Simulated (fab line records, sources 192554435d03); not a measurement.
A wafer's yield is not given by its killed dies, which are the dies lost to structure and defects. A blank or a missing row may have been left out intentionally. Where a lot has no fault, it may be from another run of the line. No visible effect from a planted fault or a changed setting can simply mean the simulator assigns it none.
The tool behind it: which one?	flow n5 finfet	Sampling: 11 lots, 33 wafers, 2 of 1938 route steps

## WHAT EACH GAUGE READ, for each wafer
N5_PASSIVATION_OVL_MEAS_60. Usual: TV_OVL typically reads 6 nm, with standard deviation 5.
lot	measured	on	TV_OVL (nm)	flag
L300	day 12 13:52	overlay-01	3 3 2	
L301	day 12 14:27	overlay-02	7 6 9	
L305	day 14 08:20	overlay-01	7 4 5	
L309	day 14 13:24	overlay-02	3 0 8	
L312	day 15 13:19	overlay-02	2 7 6	
L314	day 16 10:28	overlay-01	11 17 13	
L318	day 17 02:29	overlay-02	14 12 7	
L319	day 17 07:48	overlay-02	4 13 7	
L321	day 17 21:23	overlay-01	6 -3 -6	
L322	day 17 16:50	overlay-01	2 11 6	
L323	day 18 15:17	overlay-02	14 17 12	

## TOOL THAT RAN EACH LOT (tool first, then ch and the chambers of the sampled wafers, then the start)
lot	N5_BEOL_M6_ECD_50
L300	ecd cu-01 ch 0,1, day 9 00:59
L301	ecd cu-01 ch 0,1, day 9 03:49
L305	ecd cu-01 ch 0,1, day 10 16:29
L309	ecd cu-01 ch 0,1, day 10 23:52
L312	ecd cu-02 ch 0,1, day 12 05:24
L314	ecd cu-02 ch 0,1, day 12 14:58
L318	ecd cu-01 ch 0,1, day 13 16:24
L319	ecd cu-01 ch 1, day 14 03:19
L321	ecd cu-01 ch 0,1, day 14 13:41
L322	ecd cu-01 ch 0,1, day 14 17:16
L323	ecd cu-01 ch 0,1, day 15 02:55
- N5_BEOL_M6_ECD_50: material Cu, target thk 300 nm.

## WHAT THE TOOLS THEMSELVES READ (means of the sampled wafers that have a number; where no wafer has one, the mark that the record gives instead)
The record holds no such reading with a usual standard deviation.

## THE ANSWER, worked out from the rows above alone
Rule: a lot counts as off when the mean over its wafers that have a number is more than 3 standard deviations away from the usual mean. Also off: a lot with no number at a reading for which 4 or more lots have one. The other lots that the step has rows for count as sound. First the gauges in route order, then the tools' own readings, where a lot's mean is used as printed above. At the first step where some lot is off, the reading lying furthest off is the one used; lots without a number count as furthest.
Across all readings shown, no lot is off: no conclusion can be drawn from this.

## WHAT WAS PUT IN BY THE SIMULATOR
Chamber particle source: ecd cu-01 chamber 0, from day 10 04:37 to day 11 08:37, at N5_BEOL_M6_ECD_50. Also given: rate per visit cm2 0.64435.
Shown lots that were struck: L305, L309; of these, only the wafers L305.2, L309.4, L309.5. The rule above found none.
